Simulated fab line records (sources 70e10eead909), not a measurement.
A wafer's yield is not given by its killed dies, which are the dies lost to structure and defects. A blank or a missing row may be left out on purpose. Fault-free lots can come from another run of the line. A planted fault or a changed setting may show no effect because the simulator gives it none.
Tool commonality check    flow nand-harc    5 lots and 15 wafers in the sample

== WHY IT WAS OPENED ==
Flagged at NHARC_END_SORT_01: reading killed-at-array, on 3 of 5 lots. Wafers without a fault read 26, standard deviation 8.4.
Rule: a lot is flagged in two cases, either no wafer of it has a number, or all its wafers with numbers fall more than 4 standard deviations from that mean. As for the other lots, they are considered sound.

lot   measured      on         killed-at-array, wafer by wafer  flag
L130  day 21 09:55  prober-01  28 25 20                         
L133  day 21 17:41  prober-01  23 15 14                         
L137  day 22 09:05  prober-02  125 89 98                        FLAGGED
L139  day 23 08:25  prober-02  140 70 131                       FLAGGED
L142  day 23 21:59  prober-01  87 71 128                        FLAGGED
Average over the flagged lots: 104; offset from the usual +78, equal to +9 standard deviations.

== WHICH TOOL EACH LOT WENT THROUGH ==
The record holds 1 process step before the reading, out of a route of 1159 steps. Every cell lists first the tool, next ch and the chambers used by the sampled wafers, and last the start.
lot   flag     NHARC_A_STAIRCASE_TRIM_233
L130           rie-diel-02 ch 1,2,3, day 13 02:16
L133           rie-diel-11 ch 0,2,3, day 13 07:53
L137  FLAGGED  rie-diel-11 ch 1,3, day 14 18:06
L139  FLAGGED  rie-diel-11 ch 0,2,3, day 15 05:32
L142  FLAGGED  rie-diel-11 ch 1,2,3, day 15 16:53
These steps, and what they do:
- NHARC_A_STAIRCASE_TRIM_233: chemistry O2, time 211.2 s.
- NHARC_END_SORT_01

== FLAGGED OVER TOTAL, TOOL BY TOOL (the gauges that took the reading come last) ==
step                        tool         lots run  flagged  share of the flagged lots  sound lots run after its first flagged lot
NHARC_A_STAIRCASE_TRIM_233  rie-diel-02  1         0        none                       -
NHARC_A_STAIRCASE_TRIM_233  rie-diel-11  4         3        all                        0
NHARC_END_SORT_01           prober-01    3         1        some                       0
NHARC_END_SORT_01           prober-02    2         2        some                       0

== THE TABLE: WHAT IT ALLOWS ==
1 row of the table ran every flagged lot: rie-diel-11 at NHARC_A_STAIRCASE_TRIM_233.
- rie-diel-11 at NHARC_A_STAIRCASE_TRIM_233 ran 4 lots, 3 of them flagged. A fault beginning between L133 (day 13 07:53), its last sound lot, and L137 (day 14 18:06), its first flagged one, fits the data.
One tool is left: rie-diel-11 at NHARC_A_STAIRCASE_TRIM_233.

== WHAT THE SIMULATOR PUT IN ==
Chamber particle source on rie-diel-11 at NHARC_A_STAIRCASE_TRIM_233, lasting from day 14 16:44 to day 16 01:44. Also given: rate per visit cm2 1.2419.
Lots struck among those shown: L137, L139, L142. The rule above found the same.
